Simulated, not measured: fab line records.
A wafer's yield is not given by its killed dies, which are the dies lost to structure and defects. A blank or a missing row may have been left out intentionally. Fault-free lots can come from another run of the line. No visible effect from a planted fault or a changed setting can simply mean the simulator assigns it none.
Chamber matching || flow nand harc || 4 sister chambers for NHARC_A_CHANNEL_FILL_D1_ALD_14 on ald hk-01
The step deposits SiO2, target thk 2.5 nm, pulse time 10 s, ald cycles 25. 8 wafers are shown with their chamber, then 8 later ones without.

## EACH WAFER AND ITS CHAMBER
{"wafer": "L325.5", "chamber": 2, "heater power w (W)": 439, "precursor pulse height rel": 1.014}
{"wafer": "L326.2", "chamber": 1, "heater power w (W)": 496, "precursor pulse height rel": 0.997}
{"wafer": "L326.4", "chamber": 2, "heater power w (W)": 435, "precursor pulse height rel": 0.988}
{"wafer": "L327.6", "chamber": 0, "heater power w (W)": 520, "precursor pulse height rel": 1.007}
{"wafer": "L328.1", "chamber": 3, "heater power w (W)": 458, "precursor pulse height rel": 1.023}
{"wafer": "L328.3", "chamber": 1, "heater power w (W)": 481, "precursor pulse height rel": 1.010}
{"wafer": "L328.5", "chamber": 3, "heater power w (W)": 452, "precursor pulse height rel": 1.008}
{"wafer": "L332.1", "chamber": 0, "heater power w (W)": 529, "precursor pulse height rel": 0.989}

## WAFERS WHOSE CHAMBER IS MISSING
{"wafer": "L332.3", "heater power w (W)": 442, "precursor pulse height rel": 0.996}
{"wafer": "L332.4", "heater power w (W)": 446, "precursor pulse height rel": 0.992}
{"wafer": "L331.2", "heater power w (W)": 458, "precursor pulse height rel": 1.016}
{"wafer": "L331.4", "heater power w (W)": 424, "precursor pulse height rel": 0.988}
{"wafer": "L331.5", "heater power w (W)": 520, "precursor pulse height rel": 1.015}
{"wafer": "L333.3", "heater power w (W)": 489, "precursor pulse height rel": 0.993}
{"wafer": "L333.4", "heater power w (W)": 449, "precursor pulse height rel": 0.991}
{"wafer": "L333.6", "heater power w (W)": 460, "precursor pulse height rel": 1.029}

## EACH ONE'S CHAMBER
{"wafer": "L332.3", "from the rows above": "can't be placed: 2 or 3", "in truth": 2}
{"wafer": "L332.4", "from the rows above": "can't be placed: 2 or 3", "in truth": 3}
{"wafer": "L331.2", "from the rows above": 3, "in truth": 3}
{"wafer": "L331.4", "from the rows above": 2, "in truth": 2}
{"wafer": "L331.5", "from the rows above": 0, "in truth": 0}
{"wafer": "L333.3", "from the rows above": 1, "in truth": 1}
{"wafer": "L333.4", "from the rows above": "can't be placed: 2 or 3", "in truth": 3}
{"wafer": "L333.6", "from the rows above": 3, "in truth": 3}
Placed correctly: 5 of 8. Can't be placed from these rows: 3 (the true chamber is among the candidates in 3). Placed wrongly: 0.
How it was worked out, from the rows above alone: a wafer's distance from a chamber is the root of the sum, over the readings, of the square of ((its reading less the chamber's mean) divided by the reading's scatter). The wafer belongs to the nearest chamber; if the next one is less than 2 further off, it can't be placed. A chamber's mean is the mean of its shown wafers. The scatter: the root of (the sum of the squares of (reading less its chamber's mean) over the shown wafers, divided by (wafers less chambers)).
